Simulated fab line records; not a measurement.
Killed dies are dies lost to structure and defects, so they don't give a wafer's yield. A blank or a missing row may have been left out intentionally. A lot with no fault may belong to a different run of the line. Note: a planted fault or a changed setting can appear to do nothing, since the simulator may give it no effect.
2 desks looking at one fault    flow n5Finfet    only its own numbers are on each desk; what lay behind them is given at the end

## DESK OF THE TOOL OWNER: lithoTrack-04
The tool's own readings at N5_BEOL_M4_COAT_67 (time 60 s, resist thk 60 nm): means of the sampled wafers that have a number, for each lot that ran on this tool. Marked OUT: a lot whose mean sits more than 4 standard deviations from the usual mean, which makes it out of limits; the brackets give that distance.
Columns: A = spinSpeedRpm at N5_BEOL_M4_COAT_67, usual 1499.9 rpm
lot   first seen here  A
L404  day 8 05:38      1614.9 (+99 or more) OUT
L407  day 9 08:17      1614.0 (+99 or more) OUT
L417  day 11 23:15     1499.5
This desk finds L404, L407 out of limits, L404 being first, at day 8 05:38 (spinSpeedRpm at N5_BEOL_M4_COAT_67). In limits: L417.

## THE METROLOGY DESK
Lot by lot, what the gauges showed, no matter which tool ran the lot: averages of those sampled wafers that carry a number. Marked OUT: a lot whose mean sits more than 4 standard deviations from the usual mean, which makes it out of limits; the brackets give that distance. Only the readings that lie furthest out on some lot appear, 7 of the 10 it has.
Columns: A = IOFF_P at N5_BEOL_M4_RC_MEAS_101, usual 0.210 nA/um; B = ION_N at N5_BEOL_M4_RC_MEAS_101, usual 677 uA/um; C = ION_P at N5_BEOL_M4_RC_MEAS_101, usual 465 uA/um; D = SS_N at N5_BEOL_M4_RC_MEAS_101, usual 71.4 mV/dec; E = SS_P at N5_BEOL_M4_RC_MEAS_101, usual 73.2 mV/dec; F = VT_N at N5_BEOL_M4_RC_MEAS_101, usual 249.9 mV; G = VT_P at N5_BEOL_M4_RC_MEAS_101, usual -250 mV
lot   first seen here  A      B    C    D     E     F      G
L404  day 8 19:41      0.201  676  466  70.7  73.3  251.7  -250
L407  day 10 00:08     0.223  686  472  71.3  73.1  248.3  -248
L417  day 12 16:43     0.172  663  454  71.6  73.0  252.6  -256
L422  day 13 20:00     0.198  668  460  71.6  72.6  250.5  -252
Result from this desk: across the 4 lots, nothing is out of limits.

## TAKEN TOGETHER
At day 8 05:38, on L404, L407, the tool owner's desk was in a position to raise an alarm.
From the metrology desk's view, nothing was out of limits.
The metrology desk has L404, L407 on record, within its limits.
Of the lots named, all ran N5_BEOL_M4_COAT_67 on lithoTrack-04.

## WHAT THE SIMULATOR HAD INSERTED
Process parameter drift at N5_BEOL_M4_COAT_67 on lithoTrack-04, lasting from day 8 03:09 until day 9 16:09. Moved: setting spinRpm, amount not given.
Struck lots among those shown: L404, L407.
Time in hours from fault onset to the first out-of-limits reading at each desk: the tool owner's desk, 2.
